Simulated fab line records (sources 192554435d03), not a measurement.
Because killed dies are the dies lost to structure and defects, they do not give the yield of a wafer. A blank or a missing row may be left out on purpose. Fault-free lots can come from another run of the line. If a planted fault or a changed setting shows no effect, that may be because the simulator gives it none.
fab line records + flow n5-finfet
record
- lots=9
- wafers=27
- last-day=18
route steps=1938 shown FIN_CUT@167 STI_FIN_REVEAL@188 BEOL_M4@1111
lots with no fault: from the same line, run without faults
start-h: the number of hours between the record's first day and the start of the first shown wafer of the lot + wait-h: how many hours have passed since the lot's step before this one + " unchanged from the row above + L1.1+2: a row that stands for several wafers + - no value, or no start given + * or withheld: withheld + < > ~ a bound
route shown NAME@n: NAME is a module with steps in the file, n the number in the route of the first one + usual: mean/standard deviation of fault-free wafers + same: alike in all rows + chamber/n: place in a boat + sites: each site's reading + _std_site: the standard deviation of these + _edge_site: mean of outer sites minus mean of inner sites + radius-mm: for every site, how far away it sits from the centre of the wafer + mask NAME#n: copy n + behind: tool/chamber where the wafer was last shaped + hold: why the lot went on hold/how many hours it stayed there/how the hold came to an end + device: the transistor (n, p or np) that didn't switch + end of line: at the end of the route, the tests of the same wafers + step lacking rows: just its recipe + killed: dies that structure and defects cost at the first sort, which is not the same as the wafer's yield + map: shows each die of a wafer: x if killed, . if not, _ if none is there
set.NAME: the setting that was run; set.NAME@STEP: the one run at that earlier step + model.NAME: the simulator's own value behind a step, which no gauge read
one table for each step of the route and one row for each wafer, over a sample of lots
services: from which hour (start-h, from the record's first day; less than 0 if before it) a tool's chamber was out of use, for how many hours, and why
## steps
# step N5_FIN_CUT_ETCH_30
# recipe
- chemistry=N2/H2
- target=underlayer
- target-depth-a=130
- mask-material=CAR-EUV
- time-s=10.4
- ion-energy-ev=200
- pressure-mtorr=30
- source-w=840
- bias-w=150
- n2-flow-sccm=200
- h2-flow-sccm=200
- ends=cleared
# usual
- chamber-pressure-mTorr=30.007/0.029
- drypump-motor-current-A=5.7/0.33
- etch-rf-on-time-s=10.47/0.25
- oes-product-au=0.65/0.066
- rf-vpp-V=524.4/2
- showerhead-plenum-p-Torr=2.56/0.067
- throttle-valve-pct=17.85/0.23
| lot.wafer | tool        | chamber | start-h | wait-h | chamber-pressure-mTorr | drypump-motor-current-A | etch-rf-on-time-s | oes-product-au | rf-hours-counter-h | rf-vpp-V | showerhead-plenum-p-Torr | throttle-valve-pct |
|-----------|-------------|---------|---------|--------|------------------------|-------------------------|-------------------|----------------|--------------------|----------|--------------------------|--------------------|
| L513.1    | rie-diel-01 | 0       | 80.83   | 0.0    | 29.994                 | 5.3                     | 10.29             | 0.73           | 37                 | 524.8    | 2.57                     | 17.63              |
| L513.3    | "           | 1       | "       | "      | 30.043                 | 5.5                     | 10.40             | 0.65           | 146                | 523.8    | 2.54                     | 17.76              |
| L513.4    | "           | 2       | "       | "      | 29.958                 | 5.4                     | 10.69             | 0.61           | 213                | 524.1    | 2.52                     | 18.27              |
| L516.3    | rie-diel-01 | 2       | 98.24   | 0.0    | 29.995                 | 5.4                     | 10.54             | 0.60           | 218                | 524.8    | 2.52                     | 18.29              |
| L516.4    | "           | 1       | "       | "      | 29.975                 | 5.5                     | 10.19             | 0.65           | -                  | 524.8    | 2.54                     | 17.78              |
| L516.5    | "           | 3       | "       | "      | 30.002                 | 5.7                     | 10.42             | 0.65           | -                  | 522.2    | 2.45                     | 17.67              |
| L519.2    | rie-diel-01 | 0       | 120.76  | 0.0    | 29.985                 | 5.3                     | 10.15             | 0.73           | 47                 | 525.5    | 2.57                     | 17.65              |
| L519.3    | "           | 1       | "       | "      | 30.022                 | 5.5                     | 10.29             | 0.64           | 159                | 524.8    | 2.54                     | 17.76              |
| L519.5    | "           | 0       | "       | "      | 29.968                 | 5.3                     | 10.15             | 0.73           | -                  | 526.0    | 2.57                     | 17.67              |
| L521.1    | rie-diel-04 | 3       | 128.93  | 0.0    | 29.985                 | 5.9                     | 10.69             | 0.59           | 235                | 525.4    | 2.62                     | 18.09              |
| L521.2    | "           | 0       | "       | "      | 30.011                 | 5.6                     | 10.58             | 0.61           | 230                | 526.1    | 2.63                     | 18.04              |
| L521.3    | "           | 2       | "       | "      | 29.965                 | 6.2                     | 9.95              | 0.80           | 11                 | 522.6    | 2.50                     | 17.34              |
| L522.1    | rie-diel-04 | 0       | 135.51  | 0.0    | 30.063                 | 5.6                     | 10.67             | 0.60           | 233                | 526.0    | 2.63                     | 18.04              |
| L522.2    | "           | 3       | "       | "      | 30.013                 | 5.9                     | 10.72             | 0.59           | 237                | 525.9    | 2.62                     | 18.09              |
| L522.3    | "           | 2       | "       | "      | 30.007                 | 6.2                     | 10.10             | 0.80           | 13                 | 523.2    | 2.50                     | 17.34              |
| L523.2    | rie-diel-05 | 2       | 144.09  | 0.0    | 30.028                 | 5.9                     | 10.63             | 0.61           | 204                | 523.9    | 2.52                     | 17.87              |
| L523.3    | "           | 3       | "       | "      | 30.003                 | 5.6                     | 10.98             | 0.58           | 205                | 524.0    | 2.52                     | 17.85              |
| L523.4    | "           | 0       | "       | "      | 30.010                 | 5.4                     | 10.27             | 0.80           | -                  | 527.7    | 2.71                     | 17.67              |
| L524.1    | rie-diel-01 | 1       | 149.05  | 0.0    | 30.007                 | 5.6                     | 10.40             | 0.64           | 166                | 523.6    | 2.54                     | 17.79              |
| L524.5    | "           | 1       | "       | "      | 29.995                 | 5.6                     | 10.34             | 0.64           | -                  | 523.7    | 2.54                     | 17.80              |
| L524.6    | "           | 0       | "       | "      | 29.997                 | 5.3                     | 10.22             | 0.72           | -                  | 525.2    | 2.57                     | 17.66              |
| L525.2    | rie-diel-04 | 2       | 152.57  | 0.0    | 30.065                 | 6.2                     | 10.15             | 0.77           | 17                 | 522.5    | 2.50                     | 17.32              |
| L525.3    | "           | 3       | "       | "      | 29.975                 | 5.9                     | 10.83             | 0.58           | 241                | 523.9    | 2.61                     | 18.13              |
| L525.4    | "           | 0       | "       | "      | 29.988                 | 5.7                     | 10.57             | 0.59           | 236                | 524.0    | 2.63                     | 18.04              |
| L527.2    | rie-diel-05 | 0       | 173.58  | 0.0    | 30.048                 | 5.4                     | 10.37             | 0.78           | 19                 | 529.3    | 2.71                     | 17.69              |
| L527.4    | "           | 3       | "       | "      | 29.966                 | 5.6                     | 11.00             | 0.58           | 212                | 523.2    | 2.52                     | 17.85              |
| L527.5    | "           | 0       | "       | "      | 29.995                 | 5.4                     | 10.41             | 0.79           | -                  | 529.2    | 2.71                     | 17.69              |
# step N5_FIN_CUT_STRIP_22
# recipe
- chemistry=N2/H2
- power-w=500
- temp-c=40
- pressure-mtorr=50
- rf-frequency-hz=6e+07
- overash-fraction=0.3
- bias-power-w=8
- h2-frac=0.5
- n2-flow-sccm=300
- h2-flow-sccm=300
# usual
- chamber-pressure-mTorr=49.98/0.13
- drypump-motor-current-A=5.6/0.3
- oes-product-au=0.75/0.065
- power-w=500.0/1.6
- rf-vpp-V=54.1/2.3
- showerhead-plenum-p-Torr=3.37/0.081
- throttle-valve-pct=18.86/0.26
| lot.wafer | tool        | chamber | start-h | wait-h | chamber-pressure-mTorr | drypump-motor-current-A | oes-product-au | power-w | rf-hours-counter-h | rf-vpp-V | showerhead-plenum-p-Torr | throttle-valve-pct |
|-----------|-------------|---------|---------|--------|------------------------|-------------------------|----------------|---------|--------------------|----------|--------------------------|--------------------|
| L513.1    | rie-diel-01 | 3       | 81.54   | 0.0    | 49.81                  | 5.7                     | 0.76           | 500.7   | 113                | 50.8     | 3.25                     | 18.70              |
| L513.3    | "           | 2       | "       | "      | 49.82                  | 5.4                     | 0.71           | 501.8   | 213                | 49.6     | 3.33                     | 19.29              |
| L513.4    | "           | 0       | "       | "      | 49.99                  | 5.3                     | 0.86           | 498.2   | 38                 | 49.3     | 3.40                     | 18.61              |
| L516.3    | rie-diel-01 | 3       | 98.96   | 0.0    | 49.90                  | 5.7                     | 0.75           | 502.6   | 118                | 56.9     | 3.24                     | 18.75              |
| L516.4    | "           | 2       | "       | "      | 49.75                  | 5.4                     | 0.71           | 499.7   | -                  | 56.0     | 3.33                     | 19.36              |
| L516.5    | "           | 3       | "       | "      | 50.03                  | 5.7                     | 0.75           | 502.4   | -                  | 53.8     | 3.24                     | 18.72              |
| L519.2    | rie-diel-04 | 3       | 121.48  | 0.0    | 50.03                  | 5.9                     | 0.70           | 501.0   | 233                | 51.2     | 3.45                     | 19.29              |
| L519.3    | "           | 1       | "       | "      | 50.11                  | 6.3                     | 0.71           | 500.0   | 207                | 56.6     | 3.45                     | 18.93              |
| L519.5    | "           | 1       | "       | "      | 50.02                  | 6.3                     | 0.72           | 501.6   | -                  | 57.1     | 3.45                     | 18.95              |
| L521.1    | rie-diel-05 | 1       | 129.65  | 0.0    | 49.94                  | 5.2                     | 0.76           | 499.2   | 132                | 52.1     | 3.37                     | 18.67              |
| L521.2    | "           | 2       | "       | "      | 49.89                  | 5.9                     | 0.72           | 502.8   | 200                | 54.3     | 3.33                     | 18.83              |
| L521.3    | "           | 3       | "       | "      | 50.06                  | 5.6                     | 0.68           | 497.3   | 201                | 53.4     | 3.33                     | 18.67              |
| L522.1    | rie-diel-01 | 0       | 136.23  | 0.0    | 49.97                  | 5.3                     | 0.85           | 498.6   | 51                 | 56.2     | 3.39                     | 18.58              |
| L522.2    | "           | 1       | "       | "      | 50.32                  | 5.5                     | 0.75           | 499.7   | 163                | 55.7     | 3.35                     | 18.72              |
| L522.3    | "           | 2       | "       | "      | 49.89                  | 5.4                     | 0.70           | 501.1   | 230                | 56.1     | 3.32                     | 19.31              |
| L523.2    | rie-diel-01 | 3       | 144.83  | 0.0    | 49.89                  | 5.7                     | 0.74           | 500.9   | 131                | 57.6     | 3.24                     | 18.76              |
| L523.3    | "           | 0       | "       | "      | 49.84                  | 5.4                     | 0.85           | 500.7   | 53                 | 55.0     | 3.39                     | 18.62              |
| L523.4    | "           | 2       | "       | "      | 49.93                  | 5.4                     | 0.71           | 500.5   | 231                | 56.1     | 3.32                     | 19.32              |
| L524.1    | rie-diel-04 | 2       | 149.82  | 0.1    | 49.97                  | 6.2                     | 0.94           | 499.0   | 16                 | 57.0     | 3.30                     | 18.53              |
| L524.5    | "           | 3       | "       | "      | 49.85                  | 5.9                     | 0.69           | 499.1   | -                  | 54.0     | 3.45                     | 19.29              |
| L524.6    | "           | 0       | "       | "      | 50.25                  | 5.6                     | 0.71           | 499.5   | -                  | 51.8     | 3.47                     | 19.01              |
| L525.2    | rie-diel-04 | 3       | 153.33  | 0.1    | 49.90                  | 6.0                     | 0.70           | 502.7   | 242                | 51.0     | 3.45                     | 19.28              |
| L525.3    | "           | 0       | "       | "      | 49.89                  | 5.7                     | 0.70           | 501.2   | 237                | 57.6     | 3.47                     | 19.04              |
| L525.4    | "           | 2       | "       | "      | 49.94                  | 6.2                     | 0.91           | 502.6   | 17                 | 55.6     | 3.30                     | 18.52              |
| L527.2    | rie-diel-01 | 2       | 174.32  | 0.0    | 49.84                  | 5.4                     | 0.70           | 498.7   | 239                | 52.4     | 3.32                     | 19.35              |
| L527.4    | "           | 1       | "       | "      | 49.95                  | 5.6                     | 0.72           | 499.4   | 172                | 55.4     | 3.35                     | 18.70              |
| L527.5    | "           | 0       | "       | "      | 50.10                  | 5.3                     | 0.83           | 501.4   | -                  | 54.7     | 3.39                     | 18.62              |
# step N5_STI_FIN_REVEAL_THK_MEAS_05
# usual
- thk-nm=132.2/1.3
| lot.wafer | tool          | chamber | start-h | wait-h | thk-nm |
|-----------|---------------|---------|---------|--------|--------|
| L513.1    | film-metro-01 | -       | 87.21   | -      | 131.9  |
| L513.3    | "             | -       | "       | "      | 130.8  |
| L513.4    | "             | -       | "       | "      | 132.1  |
| L516.3    | film-metro-02 | -       | 104.54  | -      | 130.6  |
| L516.4    | "             | -       | "       | "      | 132.1  |
| L516.5    | "             | -       | "       | "      | 132.9  |
| L519.2    | film-metro-02 | -       | 127.14  | -      | 136.0  |
| L519.3    | "             | -       | "       | "      | 135.3  |
| L519.5    | "             | -       | "       | "      | 133.1  |
| L521.1    | film-metro-01 | -       | 135.23  | -      | 133.0  |
| L521.2    | "             | -       | "       | "      | 133.7  |
| L521.3    | "             | -       | "       | "      | 134.2  |
| L522.1    | film-metro-01 | -       | 142.54  | -      | 132.7  |
| L522.2    | "             | -       | "       | "      | 130.6  |
| L522.3    | "             | -       | "       | "      | 132.8  |
| L523.2    | film-metro-02 | -       | 150.51  | -      | 133.1  |
| L523.3    | "             | -       | "       | "      | 131.2  |
| L523.4    | "             | -       | "       | "      | 131.2  |
| L524.1    | film-metro-01 | -       | 155.41  | -      | 134.5  |
| L524.5    | "             | -       | "       | "      | 131.8  |
| L524.6    | "             | -       | "       | "      | 133.5  |
| L525.2    | film-metro-02 | -       | 158.91  | -      | 133.2  |
| L525.3    | "             | -       | "       | "      | 132.8  |
| L525.4    | "             | -       | "       | "      | 134.3  |
| L527.2    | film-metro-02 | -       | 179.91  | -      | 131.8  |
| L527.4    | "             | -       | "       | "      | 131.8  |
| L527.5    | "             | -       | "       | "      | 133.9  |
# step N5_STI_FIN_REVEAL_RECESS_09
# recipe
- chemistry=HF/NH3
- target=SiO2
- afs-cycles=11
- target-depth-a=425
- temp-c=30
- sublimation-temp-c=180
- sublimation-time-s=60
# usual
- drypump-motor-current-A=5.60/0.23
- sublimation-temp-c=180.00/0.15
- temp-c=30.02/0.11
| lot.wafer | tool          | chamber | start-h | wait-h | drypump-motor-current-A | sublimation-temp-c | temp-c |
|-----------|---------------|---------|---------|--------|-------------------------|--------------------|--------|
| L513.1    | vapor-etch-01 | 1       | 88.29   | 0.0    | 5.35                    | 180.10             | 29.79  |
| L513.3    | "             | 1       | "       | "      | 5.29                    | 180.23             | 29.98  |
| L513.4    | "             | 0       | "       | "      | 5.95                    | 180.08             | 30.10  |
| L516.3    | vapor-etch-01 | 1       | 105.95  | 0.6    | 5.34                    | 179.84             | 30.01  |
| L516.4    | "             | 0       | "       | "      | 5.93                    | 180.10             | 29.96  |
| L516.5    | "             | 0       | "       | "      | 5.92                    | 180.06             | 30.07  |
| L519.2    | vapor-etch-01 | 1       | 127.63  | 0.0    | 5.36                    | 179.97             | 30.13  |
| L519.3    | "             | 0       | "       | "      | 5.97                    | 179.83             | 29.93  |
| L519.5    | "             | 0       | "       | "      | 5.95                    | 179.96             | 30.08  |
| L521.1    | vapor-etch-01 | 0       | 135.73  | 0.0    | 5.95                    | 179.89             | 27.94  |
| L521.2    | "             | 1       | "       | "      | 5.33                    | 179.86             | 28.00  |
| L521.3    | "             | 0       | "       | "      | 5.95                    | 179.95             | 28.22  |
| L522.1    | vapor-etch-01 | 0       | 143.04  | 0.0    | 5.94                    | 180.07             | 28.15  |
| L522.2    | "             | 1       | "       | "      | 5.30                    | 179.87             | 28.06  |
| L522.3    | "             | 1       | "       | "      | 5.33                    | 179.99             | 27.93  |
| L523.2    | vapor-etch-01 | 0       | 151.00  | 0.0    | 5.96                    | 180.07             | 28.10  |
| L523.3    | "             | 1       | "       | "      | 5.34                    | 180.09             | 28.30  |
| L523.4    | "             | 0       | "       | "      | 5.93                    | 179.91             | 28.25  |
| L524.1    | vapor-etch-01 | 0       | 155.97  | 0.1    | 5.95                    | 179.91             | 28.14  |
| L524.5    | "             | 1       | 157.03  | 1.1    | 5.41                    | 179.97             | 28.00  |
| L524.6    | "             | 0       | "       | "      | 5.92                    | 180.17             | 28.07  |
| L525.2    | vapor-etch-02 | 0       | 159.46  | 0.0    | 5.68                    | 180.26             | 29.90  |
| L525.3    | "             | 1       | "       | "      | 5.42                    | 179.87             | 30.04  |
| L525.4    | "             | 0       | "       | "      | 5.68                    | 180.20             | 30.08  |
| L527.2    | vapor-etch-02 | 0       | 180.47  | 0.0    | 5.69                    | 180.02             | 29.91  |
| L527.4    | "             | 1       | "       | "      | 5.42                    | 180.00             | 30.07  |
| L527.5    | "             | 0       | "       | "      | 5.70                    | 180.01             | 29.87  |
# step N5_STI_FIN_REVEAL_FIN_H_MEAS_10
# usual
- trench-depth-nm=52.0/0.74
| lot.wafer | tool   | chamber | start-h | wait-h | trench-depth-nm |
|-----------|--------|---------|---------|--------|-----------------|
| L513.1    | ocd-02 | -       | 90.98   | 0.0    | 52.7            |
| L513.3    | "      | -       | "       | "      | 53.3            |
| L513.4    | "      | -       | "       | "      | 52.5            |
| L516.3    | ocd-02 | -       | 108.14  | 0.0    | 52.2            |
| L516.4    | "      | -       | "       | "      | 51.6            |
| L516.5    | "      | -       | "       | "      | 51.8            |
| L519.2    | ocd-02 | -       | 130.37  | 0.0    | 52.4            |
| L519.3    | "      | -       | "       | "      | 53.4            |
| L519.5    | "      | -       | "       | "      | 52.6            |
| L521.1    | ocd-02 | -       | 138.42  | 0.0    | 54.8            |
| L521.2    | "      | -       | "       | "      | 53.6            |
| L521.3    | "      | -       | "       | "      | 54.9            |
| L522.1    | ocd-02 | -       | 145.74  | 0.0    | 55.3            |
| L522.2    | "      | -       | "       | "      | 54.4            |
| L522.3    | "      | -       | "       | "      | 54.9            |
| L523.2    | ocd-02 | -       | 153.70  | 0.0    | 54.5            |
| L523.3    | "      | -       | "       | "      | 53.3            |
| L523.4    | "      | -       | "       | "      | 54.5            |
| L524.1    | ocd-02 | -       | 158.71  | 0.0    | 55.6            |
| L524.5    | "      | -       | "       | "      | 55.4            |
| L524.6    | "      | -       | "       | "      | 54.6            |
| L525.2    | ocd-02 | -       | 172.92  | 10.8   | 51.4            |
| L525.3    | "      | -       | "       | "      | 51.9            |
| L525.4    | "      | -       | "       | "      | 51.3            |
| L527.2    | ocd-02 | -       | 183.20  | 0.0    | 51.9            |
| L527.4    | "      | -       | "       | "      | 51.9            |
| L527.5    | "      | -       | "       | "      | 50.5            |
# step N5_BEOL_M4_RC_MEAS_101
# usual
- DIBL_N=36.0/1.9
- DIBL_P=36.0/2.1
- IOFF_N=0.155/0.029
- IOFF_P=0.20/0.032
- ION_N=672/11
- ION_P=461/6.9
- SS_N=71.5/0.58
- SS_P=73.2/0.64
- VT_N=250.4/2.9
- VT_P=-251.0/2.8
| lot.wafer | tool      | chamber | start-h | wait-h | DIBL_N[mV/V] | DIBL_P[mV/V] | IOFF_N[nA/um] | IOFF_P[nA/um] | ION_N[uA/um] | ION_P[uA/um] | SS_N[mV/dec] | SS_P[mV/dec] | VT_N[mV] | VT_P[mV] |
|-----------|-----------|---------|---------|--------|--------------|--------------|---------------|---------------|--------------|--------------|--------------|--------------|----------|----------|
| L513.1    | prober-01 | 0       | 240.97  | 0.0    | 36.0         | 37.2         | 0.153         | 0.21          | 688          | 469          | 70.9         | 74.1         | 249.2    | -248.9   |
| L513.3    | "         | 0       | "       | "      | 35.7         | 36.8         | 0.155         | 0.22          | 672          | 467          | 71.1         | 73.8         | 250.3    | -250.4   |
| L513.4    | "         | 0       | "       | "      | 34.6         | 35.8         | 0.135         | 0.20          | 665          | 466          | 71.5         | 73.6         | 251.7    | -249.1   |
| L516.3    | prober-01 | 0       | 249.96  | 0.3    | 34.1         | 33.6         | 0.122         | 0.16          | 657          | 462          | 71.4         | 72.6         | 252.1    | -255.5   |
| L516.4    | "         | 0       | "       | "      | 38.1         | 39.0         | 0.217         | 0.26          | 684          | 466          | 72.7         | 74.0         | 243.7    | -250.7   |
| L516.5    | "         | 0       | "       | "      | 35.3         | 34.9         | 0.142         | 0.18          | 673          | 459          | 71.2         | 73.4         | 248.6    | -252.9   |
| L519.2    | prober-01 | 0       | 264.08  | 0.2    | 36.6         | 38.4         | 0.167         | 0.22          | 683          | 465          | 71.1         | 73.3         | 248.6    | -251.8   |
| L519.3    | "         | 0       | "       | "      | 35.1         | 36.3         | 0.144         | 0.18          | 680          | 463          | 71.1         | 73.1         | 249.2    | -254.8   |
| L519.5    | "         | 0       | "       | "      | 34.9         | 36.3         | 0.143         | 0.19          | 673          | 463          | 71.4         | 72.7         | 248.6    | -253.8   |
| L522.1    | prober-02 | 0       | 283.94  | 0.0    | 35.8         | 37.1         | 0.166         | 0.22          | 712          | 490          | 71.3         | 73.6         | 248.0    | -249.0   |
| L522.2    | "         | 0       | "       | "      | 36.1         | 37.5         | 0.174         | 0.23          | 696          | 480          | 71.0         | 73.9         | 245.3    | -247.9   |
| L522.3    | "         | 0       | "       | "      | 37.5         | 39.7         | 0.199         | 0.27          | 718          | 496          | 71.8         | 74.4         | 245.3    | -245.5   |
| L521.1    | prober-01 | 0       | 285.18  | 0.0    | 35.3         | 37.2         | 0.156         | 0.19          | 710          | 483          | 71.6         | 73.2         | 250.6    | -253.4   |
| L521.2    | "         | 0       | "       | "      | 36.2         | 37.8         | 0.171         | 0.19          | 703          | 477          | 71.4         | 73.9         | 250.0    | -255.4   |
| L521.3    | "         | 0       | "       | "      | 34.8         | 36.4         | 0.132         | 0.17          | 684          | 476          | 71.5         | 73.3         | 254.7    | -255.4   |
| L523.2    | prober-02 | 0       | 288.21  | 0.2    | 34.4         | 35.8         | 0.141         | 0.21          | 706          | 487          | 70.4         | 73.2         | 248.8    | -251.5   |
| L523.3    | "         | 0       | "       | "      | 32.0         | 33.4         | 0.115         | 0.17          | 684          | 472          | 70.5         | 72.0         | 249.4    | -251.8   |
| L523.4    | "         | 0       | "       | "      | 34.4         | 36.5         | 0.153         | 0.21          | 710          | 489          | 71.5         | 73.0         | 246.9    | -249.2   |
| L524.1    | prober-02 | 0       | 303.98  | 0.0    | 37.2         | 36.3         | 0.164         | 0.21          | 704          | 490          | 71.8         | 73.7         | 248.5    | -247.4   |
| L524.5    | "         | 0       | "       | "      | 35.4         | 34.6         | 0.142         | 0.19          | 701          | 482          | 70.6         | 73.4         | 249.8    | -249.4   |
| L524.6    | "         | 0       | "       | "      | 37.7         | 37.3         | 0.181         | 0.22          | 707          | 480          | 71.6         | 73.8         | 245.8    | -247.5   |
| L527.2    | prober-01 | 0       | 311.51  | 0.2    | 37.5         | 36.0         | 0.179         | 0.23          | 672          | 465          | 71.6         | 73.9         | 248.6    | -246.8   |
| L527.4    | "         | 0       | "       | "      | 35.8         | 34.7         | 0.147         | 0.20          | 678          | 460          | 71.1         | 72.9         | 251.6    | -250.3   |
| L527.5    | "         | 0       | "       | "      | 38.0         | 36.4         | 0.173         | 0.24          | 657          | 450          | 71.5         | 73.8         | 248.6    | -252.1   |
| L525.2    | prober-02 | 0       | 312.04  | 0.2    | 33.6         | 33.1         | 0.130         | 0.18          | 675          | 467          | 71.5         | 72.1         | 250.5    | -250.3   |
| L525.3    | "         | 0       | "       | "      | 32.7         | 32.2         | 0.124         | 0.17          | 673          | 464          | 70.7         | 72.4         | 255.6    | -251.7   |
| L525.4    | "         | 0       | "       | "      | 34.6         | 33.9         | 0.132         | 0.19          | 656          | 457          | 70.9         | 72.7         | 253.0    | -251.1   |
## services
| tool        | chamber | start-h | hours | kind                          |
|-------------|---------|---------|-------|-------------------------------|
| rie-diel-05 | 0       | 75.31   | -     | clean                         |
| rie-diel-05 | 0       | 75.31   | -     | consumable-replace:focus-ring |
| rie-diel-05 | 0       | 75.31   | -     | consumable-replace:showerhead |
| rie-diel-05 | 0       | 75.31   | 33.0  | scheduled-down                |
| rie-diel-05 | 0       | 75.31   | 33.0  | vent-cycle                    |
| rie-diel-04 | 2       | 75.40   | -     | clean                         |
| rie-diel-04 | 2       | 75.40   | -     | consumable-replace:focus-ring |
| rie-diel-04 | 2       | 75.40   | 15.8  | scheduled-down                |
| rie-diel-04 | 2       | 75.40   | 15.8  | vent-cycle                    |
| rie-diel-01 | 0       | 83.15   | 5.0   | repair                        |
| rie-diel-01 | 0       | 97.10   | 6.9   | repair                        |
| rie-diel-05 | 1       | 141.67  | 9.0   | repair                        |
## key
first-sign
- step=N5_STI_FIN_REVEAL_RECESS_09
- reading=temp-c
- direction=down
- sigmas=18
- usual=*
- struck=*
effect
- step=N5_STI_FIN_REVEAL_FIN_H_MEAS_10
- reading=trench-depth-nm
- direction=up
- sigmas=3.6
- usual=52.0
- struck=54.7
effect
- step=N5_BEOL_M4_RC_MEAS_101
- reading=ION_P
- direction=up
- sigmas=3.3
- usual=461
- struck=483
effect
- step=N5_BEOL_M4_RC_MEAS_101
- reading=ION_N
- direction=up
- sigmas=2.8
- usual=672
- struck=703
met-at N5_STI_FIN_REVEAL_RECESS_09
struck-lots L521,L522,L523,L524
rows-end L523.2,L523.3,L523.4
not-acting-at N5_FIN_CUT_ETCH_30,N5_FIN_CUT_STRIP_22,N5_STI_FIN_REVEAL_THK_MEAS_05
onset-between 127.63 135.73
fault
- kind=process-parameter-drift
- tool=vapor-etch-01
- chamber=-
- onset-h=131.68
- steps=N5_STI_FIN_REVEAL_RECESS_09
- channel=temp-c
- offset=*
- shape=step
- acts-in=*
- stated=*
# rows-end: these wafers met a further fault down the route, and their rows from its step on are left out
